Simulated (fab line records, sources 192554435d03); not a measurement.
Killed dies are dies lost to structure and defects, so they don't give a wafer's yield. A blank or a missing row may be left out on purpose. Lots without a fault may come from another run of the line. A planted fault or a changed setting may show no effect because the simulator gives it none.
Split-lot experiment | flow n5_finfet | 7 lots, 39 wafers read, on a route of 1938 steps

THE SPLIT
At N5_FIN_CUT_EXPOSE_05 (exposes mask FIN CUT), the setting dose_mj was moved away from the recipe's 45.75 on 12 of the 39 wafers read, by -7.8% to +6.4%. The other wafers ran this setting at the recipe's value.

FROM THE SPLIT TO THE READING: what the file shows between them, 2 steps
- N5_FIN_CUT_PEB_06: peb time 60 s
- N5_FIN_CUT_DEVELOP_07: develop time 30 s

THE READING
cd_nm, in nm, at N5_FIN_CUT_CD_MEAS_08 (target cd 29.1 nm). Fault-free wafers of this fab line usually give 29.15 nm, standard deviation 0.23 nm.

wafer  | tool, chamber at the split | dose_mj as run | against the recipe | cd_nm, nm | against lot-mates on the recipe
L076.1 | euv_scanner-01, 0          | 45.75          | recipe             | 29.19     | -
L076.2 | euv_scanner-01, 0          | 44.06          | -3.7%              | 28.38     | -0.72
L076.3 | euv_scanner-01, 0          | 44.06          | -3.7%              | 28.64     | -0.46
L076.4 | euv_scanner-01, 0          | 45.75          | recipe             | 29.04     | -
L076.5 | euv_scanner-01, 0          | 44.06          | -3.7%              | 28.19     | -0.91
L076.6 | euv_scanner-01, 0          | 45.75          | recipe             | 29.06     | -
L078.1 | euv_scanner-01, 0          | 47.47          | +3.8%              | 29.67     | +0.62
L078.2 | euv_scanner-01, 0          | 47.47          | +3.8%              | 29.73     | +0.68
L078.3 | euv_scanner-01, 0          | 47.47          | +3.8%              | 29.41     | +0.36
L078.4 | euv_scanner-01, 0          | 45.75          | recipe             | 28.94     | -
L078.5 | euv_scanner-01, 0          | 45.75          | recipe             | 29.24     | -
L078.6 | euv_scanner-01, 0          | 45.75          | recipe             | 28.97     | -
L082.1 | euv_scanner-02, 0          | 45.75          | recipe             | 29.01     | -
L082.2 | euv_scanner-02, 0          | 45.75          | recipe             | 29.07     | -
L082.5 | euv_scanner-02, 0          | 45.75          | recipe             | 29.23     | -
L086.1 | euv_scanner-01, 0          | 42.16          | -7.8%              | 28.30     | -0.87
L086.2 | euv_scanner-01, 0          | 45.75          | recipe             | 29.51     | -
L086.3 | euv_scanner-01, 0          | 45.75          | recipe             | 28.84     | -
L086.4 | euv_scanner-01, 0          | 42.16          | -7.8%              | 27.83     | -1.34
L086.5 | euv_scanner-01, 0          | 42.16          | -7.8%              | 27.83     | -1.34
L086.6 | euv_scanner-01, 0          | 45.75          | recipe             | 29.15     | -
L091.1 | euv_scanner-01, 0          | 45.75          | recipe             | 28.82     | -
L091.2 | euv_scanner-01, 0          | 45.75          | recipe             | 29.32     | -
L091.3 | euv_scanner-01, 0          | 45.75          | recipe             | 29.02     | -
L091.4 | euv_scanner-01, 0          | 45.75          | recipe             | 29.31     | -
L091.5 | euv_scanner-01, 0          | 45.75          | recipe             | 28.75     | -
L091.6 | euv_scanner-01, 0          | 45.75          | recipe             | 29.39     | -
L093.1 | euv_scanner-01, 0          | 45.75          | recipe             | 28.98     | -
L093.2 | euv_scanner-01, 0          | 48.69          | +6.4%              | 30.30     | +1.23
L093.3 | euv_scanner-01, 0          | 48.69          | +6.4%              | 30.09     | +1.02
L093.4 | euv_scanner-01, 0          | 45.75          | recipe             | 29.10     | -
L093.5 | euv_scanner-01, 0          | 45.75          | recipe             | 29.14     | -
L093.6 | euv_scanner-01, 0          | 48.69          | +6.4%              | 30.18     | +1.11
L094.1 | euv_scanner-01, 0          | 45.75          | recipe             | 29.37     | -
L094.2 | euv_scanner-01, 0          | 45.75          | recipe             | 29.55     | -
L094.3 | euv_scanner-01, 0          | 45.75          | recipe             | 29.33     | -
L094.4 | euv_scanner-01, 0          | 45.75          | recipe             | 29.60     | -
L094.5 | euv_scanner-01, 0          | 45.75          | recipe             | 28.82     | -
L094.6 | euv_scanner-01, 0          | 45.75          | recipe             | 29.16     | -

THE FIT
A straight line over all 39 wafers: cd_nm changes by +0.155 nm for each +1% of dose_mj; r = +0.92; the points scatter about the line by 0.22 nm.
The same after taking each lot's own level away (the mean of its wafers on the recipe; 39 wafers): +0.161 nm for each +1%; r = +0.93; scatter 0.2 nm.
On that fit, the largest move of dose_mj shifts the reading by 1.3 nm.
The lots' own levels span 29.050 to 29.305 nm, that is 1.1 times the standard deviation above.
So the lot-to-lot level changes the slope little: the two slopes agree.
Check: with one of the wafers moved furthest among these (-7.8%) left out of the fit, the line predicts -1.35 nm for it against its lot-mates. It came out at -0.867 nm against them.

OTHER SPLITS ON THESE WAFERS
These wafers also went through other splits before the reading. Each is held against what the fit with the lots' levels taken away leaves over:
other split on the same wafers     | wafers away from the commonest value | r with cd_nm (lot level and that fit taken away)
N5_FIN_SAQP_HM_DEP_03 target_thk_a | 12                                   | +0.21

THE WHOLE CHAIN: every reading that the file lists as answering this split, in the file's order
step                   | what it does                                                             | reading                                                               | change (the file's fit)               | r (the file's)
N5_FIN_CUT_CD_MEAS_08  | target cd 29.1 nm                                                        | cd_nm                                                                 | +0.161 nm for each +1% of the setting | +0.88
N5_FIN_CUT_ETCH_30     | etches underlayer in N2/H2, target depth 13 nm, time 10.4 s              | FIN_CUT.cd_offset_nm (the simulator's own value, which no gauge read) | +0.175 nm for each +1% of the setting | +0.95
N5_FIN_CUT_ETCH_21     | etches SOC in N2/H2, target depth 219 nm, overetch 43.8 nm, time 523.5 s | FIN_CUT.cd_offset_nm (the simulator's own value, which no gauge read) | +0.208 nm for each +1% of the setting | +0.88
N5_FIN_CUT_PRECLEAN_35 | cleans in vHF, time 13.3 s                                               | FIN_CUT.cd_offset_nm (the simulator's own value, which no gauge read) | +0.218 nm for each +1% of the setting | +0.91

THE FILE'S OWN FIT
cd_nm changes by +0.161 nm for each +1% of dose_mj, r = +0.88.
